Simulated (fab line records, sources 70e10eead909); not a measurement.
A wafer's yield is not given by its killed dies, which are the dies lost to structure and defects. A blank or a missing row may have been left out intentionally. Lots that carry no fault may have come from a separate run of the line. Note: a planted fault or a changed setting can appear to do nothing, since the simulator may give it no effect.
Chamber matching || flow nand-harc || NHARC_A_M0_ETCH_34 on rie-diel-10 has 4 sister chambers
The step etches the open film in N2/H2, target depth 40 nm, overetch 12 nm, time 43.94 s. 14 wafers are shown with their chamber, then 7 later ones without.

## WAFERS WITH THEIR CHAMBER
{"wafer": "L078.3", "chamber": 3, "rf-vpp-V (V)": 426.5, "throttle-valve-pct (%)": 14.179, "bias-w (W)": 150.8}
{"wafer": "L078.5", "chamber": 2, "rf-vpp-V (V)": 427.3, "throttle-valve-pct (%)": 14.182, "bias-w (W)": 149.0}
{"wafer": "L078.6", "chamber": 1, "rf-vpp-V (V)": 427.8, "throttle-valve-pct (%)": 14.176, "bias-w (W)": 150.4}
{"wafer": "L081.4", "chamber": 1, "rf-vpp-V (V)": 428.8, "throttle-valve-pct (%)": 14.189, "bias-w (W)": 150.1}
{"wafer": "L081.5", "chamber": 0, "rf-vpp-V (V)": 428.6, "throttle-valve-pct (%)": 14.169, "bias-w (W)": 150.1}
{"wafer": "L081.6", "chamber": 3, "rf-vpp-V (V)": 426.1, "throttle-valve-pct (%)": 14.176, "bias-w (W)": 150.7}
{"wafer": "L082.3", "chamber": 2, "rf-vpp-V (V)": 430.2, "throttle-valve-pct (%)": 14.168, "bias-w (W)": 150.1}
{"wafer": "L082.4", "chamber": 1, "rf-vpp-V (V)": 428.8, "throttle-valve-pct (%)": 14.176, "bias-w (W)": 149.2}
{"wafer": "L082.6", "chamber": 1, "rf-vpp-V (V)": 428.6, "throttle-valve-pct (%)": 14.181, "bias-w (W)": 148.8}
{"wafer": "L086.1", "chamber": 2, "rf-vpp-V (V)": 430.3, "throttle-valve-pct (%)": 14.170, "bias-w (W)": 149.9}
{"wafer": "L086.3", "chamber": 3, "rf-vpp-V (V)": 426.1, "throttle-valve-pct (%)": 14.174, "bias-w (W)": 150.4}
{"wafer": "L086.5", "chamber": 1, "rf-vpp-V (V)": 429.6, "throttle-valve-pct (%)": 14.184, "bias-w (W)": 149.6}
{"wafer": "L087.2", "chamber": 0, "rf-vpp-V (V)": 427.5, "throttle-valve-pct (%)": 14.167, "bias-w (W)": 150.0}
{"wafer": "L087.3", "chamber": 2, "rf-vpp-V (V)": 430.2, "throttle-valve-pct (%)": 14.178, "bias-w (W)": 150.7}

SIGNATURES, as means of the wafers listed above
{"reading": "rf-vpp-V", "chamber 0": 428.050, "chamber 1": 428.720, "chamber 2": 429.500, "chamber 3": 426.233, "scatter within a chamber": 0.939}
{"reading": "throttle-valve-pct", "chamber 0": 14.16800, "chamber 1": 14.18120, "chamber 2": 14.17450, "chamber 3": 14.17633, "scatter within a chamber": 0.00518}
{"reading": "bias-w", "chamber 0": 150.050, "chamber 1": 149.620, "chamber 2": 149.925, "chamber 3": 150.633, "scatter within a chamber": 0.572}
Rule: a wafer lies at a distance from a chamber equal to the root of the sum of squares, over the readings, of (its reading less the chamber's mean, divided by the reading's scatter). The wafer belongs to the nearest chamber; if the next one is less than 2 further off, it can't be placed. The scatter is the square root of a quotient: the sum, over the shown wafers, of each reading's squared deviation from its chamber's mean, divided by wafers minus chambers.

## WAFERS WHOSE CHAMBER IS MISSING
{"wafer": "L087.5", "rf-vpp-V (V)": 426.4, "throttle-valve-pct (%)": 14.169, "bias-w (W)": 151.0}
{"wafer": "L088.1", "rf-vpp-V (V)": 427.4, "throttle-valve-pct (%)": 14.160, "bias-w (W)": 150.9}
{"wafer": "L088.3", "rf-vpp-V (V)": 428.5, "throttle-valve-pct (%)": 14.176, "bias-w (W)": 150.0}
{"wafer": "L088.6", "rf-vpp-V (V)": 431.0, "throttle-valve-pct (%)": 14.174, "bias-w (W)": 150.5}
{"wafer": "L092.1", "rf-vpp-V (V)": 428.4, "throttle-valve-pct (%)": 14.174, "bias-w (W)": 149.9}
{"wafer": "L092.2", "rf-vpp-V (V)": 429.4, "throttle-valve-pct (%)": 14.160, "bias-w (W)": 151.2}
{"wafer": "L092.6", "rf-vpp-V (V)": 428.0, "throttle-valve-pct (%)": 14.170, "bias-w (W)": 150.7}

## CHAMBER TAKEN BY EACH
{"wafer": "L087.5", "from the rows above": "can't be placed: 3 or 0", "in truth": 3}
{"wafer": "L088.1", "from the rows above": "can't be placed: 0 or 3 or 2", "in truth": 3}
{"wafer": "L088.3", "from the rows above": "can't be placed: 2 or 1 or 0 or 3", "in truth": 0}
{"wafer": "L088.6", "from the rows above": "can't be placed: 2 or 1 or 0", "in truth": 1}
{"wafer": "L092.1", "from the rows above": "can't be placed: 2 or 0 or 1 or 3", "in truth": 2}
{"wafer": "L092.2", "from the rows above": "can't be placed: 0 or 2 or 3", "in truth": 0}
{"wafer": "L092.6", "from the rows above": "can't be placed: 0 or 3 or 2 or 1", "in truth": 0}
0 of 7 placed correctly. Not placeable from these rows: 7 (in 7, the candidates include the true chamber). Number placed wrongly: 0.
